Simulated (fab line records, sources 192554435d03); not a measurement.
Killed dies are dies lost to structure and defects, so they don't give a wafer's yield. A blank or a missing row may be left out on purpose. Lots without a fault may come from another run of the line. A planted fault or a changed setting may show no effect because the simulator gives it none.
Split-lot experiment | flow n5_finfet | 7 lots, 39 wafers read, on a route of 1938 steps

THE SPLIT
At N5_BEOL_M10_DEP_56 (deposits SiCN from 3MS/NH3, target thk 15 nm, time 26.5 s), the setting target_thk_a was moved away from the recipe's 150 angstrom on 12 of the 39 wafers read, by -46.2% to +37.6%. The other wafers ran this setting at the recipe's value.

The reading is taken at the split's own step.

THE READING
SiCN_of_BEOL_M10_DEP_56.thk_nm (the simulator's own value, which no gauge read), in nm, at N5_BEOL_M10_DEP_56 (deposits SiCN from 3MS/NH3, target thk 15 nm, time 26.5 s). The file gives no usual value for it. The 27 wafers here that ran the recipe average 14.9 nm, standard deviation 0.23 nm.

wafer  | tool, chamber at the split | target_thk_a as run, angstrom | against the recipe | SiCN_of_BEOL_M10_DEP_56.thk_nm, nm | against lot-mates on the recipe
L078.1 | pecvd-02, 1                | 197                           | +31.3%             | 19.4                               | +4.5
L078.2 | pecvd-02, 2                | 150                           | recipe             | 14.6                               | -
L078.3 | pecvd-02, 0                | 150                           | recipe             | 14.8                               | -
L078.4 | pecvd-02, 0                | 150                           | recipe             | 15.2                               | -
L078.5 | pecvd-02, 1                | 197                           | +31.3%             | 19.8                               | +4.9
L078.6 | pecvd-02, 2                | 197                           | +31.3%             | 19.6                               | +4.7
L085.1 | pecvd-02, 0,1,2            | 150                           | recipe             | 14.6                               | -
L085.2 | pecvd-02, 0,1,2            | 150                           | recipe             | 14.6                               | -
L085.3 | pecvd-02, 0,1,2            | 150                           | recipe             | 14.6                               | -
L085.4 | pecvd-02, 1                | 150                           | recipe             | 15                                 | -
L085.5 | pecvd-02, 0,2              | 150                           | recipe             | 14.8                               | -
L085.6 | pecvd-02, 0,2              | 150                           | recipe             | 14.8                               | -
L087.1 | pecvd-01, 1,0              | 120                           | -20.0%             | 12.2                               | -3.0
L087.4 | pecvd-01, 1,0              | 120                           | -20.0%             | 12.2                               | -3.0
L087.2 | pecvd-01, 2                | 120                           | -20.0%             | 11.8                               | -3.4
L087.3 | pecvd-01, 0                | 150                           | recipe             | 15                                 | -
L087.5 | pecvd-01, 2                | 150                           | recipe             | 15.2                               | -
L087.6 | pecvd-01, 1                | 150                           | recipe             | 15.4                               | -
L084.2 | pecvd-03, 1                | 150                           | recipe             | 14.8                               | -
L084.4 | pecvd-03, 0                | 150                           | recipe             | 15                                 | -
L084.5 | pecvd-03, 2                | 150                           | recipe             | 15.4                               | -
L089.1 | pecvd-01, 1,0              | 150                           | recipe             | 14.8                               | -
L089.3 | pecvd-01, 1,0              | 150                           | recipe             | 14.8                               | -
L089.2 | pecvd-01, 2                | 150                           | recipe             | 14.6                               | -
L089.4 | pecvd-01, 2                | 150                           | recipe             | 15.2                               | -
L089.5 | pecvd-01, 1,0              | 150                           | recipe             | 15                                 | -
L089.6 | pecvd-01, 1,0              | 150                           | recipe             | 15                                 | -
L093.1 | pecvd-03, 1,0              | 150                           | recipe             | 14.8                               | -
L093.5 | pecvd-03, 1,0              | 150                           | recipe             | 14.8                               | -
L093.2 | pecvd-03, 0                | 206.4                         | +37.6%             | 20.2                               | +5.5
L093.3 | pecvd-03, 2                | 150                           | recipe             | 14.6                               | -
L093.4 | pecvd-03, 1,2              | 206.4                         | +37.6%             | 20.6                               | +5.9
L093.6 | pecvd-03, 1,2              | 206.4                         | +37.6%             | 20.6                               | +5.9
L095.1 | pecvd-02, 2                | 80.72                         | -46.2%             | 8                                  | -6.9
L095.4 | pecvd-02, 2                | 80.72                         | -46.2%             | 8                                  | -6.9
L095.2 | pecvd-02, 1                | 150                           | recipe             | 14.8                               | -
L095.3 | pecvd-02, 0,1              | 150                           | recipe             | 15                                 | -
L095.5 | pecvd-02, 0,1              | 150                           | recipe             | 15                                 | -
L095.6 | pecvd-02, 0                | 80.72                         | -46.2%             | 8.2                                | -6.7
Where a row lists several chambers, the file gives one row for several wafers and doesn't say which wafer went through which chamber.

THE FIT
A straight line over all 39 wafers: SiCN_of_BEOL_M10_DEP_56.thk_nm changes by +0.148 nm for each +1% of target_thk_a; r = +1.00; the points scatter about the line by 0.22 nm.
The same after taking each lot's own level away (the mean of its wafers on the recipe; 39 wafers): +0.151 nm for each +1%; r = +1.00; scatter 0.18 nm.
On that fit, the largest move of target_thk_a shifts the reading by 7 nm.
The lots' own levels span 14.73 to 15.20 nm, that is 2.0 times the standard deviation above.
So the lot-to-lot level changes the slope little: the two slopes agree.
Check: with one of the wafers moved furthest among these (-46.2%) left out of the fit, the line predicts -6.97 nm for it against its lot-mates. It came out at -6.93 nm against them.

OTHER SPLITS ON THESE WAFERS
These wafers also went through other splits before the reading. Each is held against what the fit with the lots' levels taken away leaves over:
other split on the same wafers            | wafers away from the commonest value | r with SiCN_of_BEOL_M10_DEP_56.thk_nm (lot level and that fit taken away)
N5_SD_EPI_N_DESCUM_14 time_s              | 9                                    | -0.17
N5_HKMG_FIN_ALD_72 ald_cycles             | 15                                   | -0.26
N5_MOL_CONTACT_COAG_PECVD_31 time_s       | 15                                   | -0.34
N5_BEOL_M0_SAQP_DEVELOP_13 develop_time_s | 15                                   | -0.05
N5_BEOL_M4_VIA_ETCH_34 target_depth_a     | 12                                   | -0.04
N5_BEOL_M6_VIA_ETCH_34 target_depth_a     | 18                                   | +0.03
N5_BEOL_M9_DESCUM_16 time_s               | 15                                   | -0.14

THE FILE'S OWN FIT
SiCN_of_BEOL_M10_DEP_56.thk_nm changes by +0.151 nm for each +1% of target_thk_a, r = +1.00.
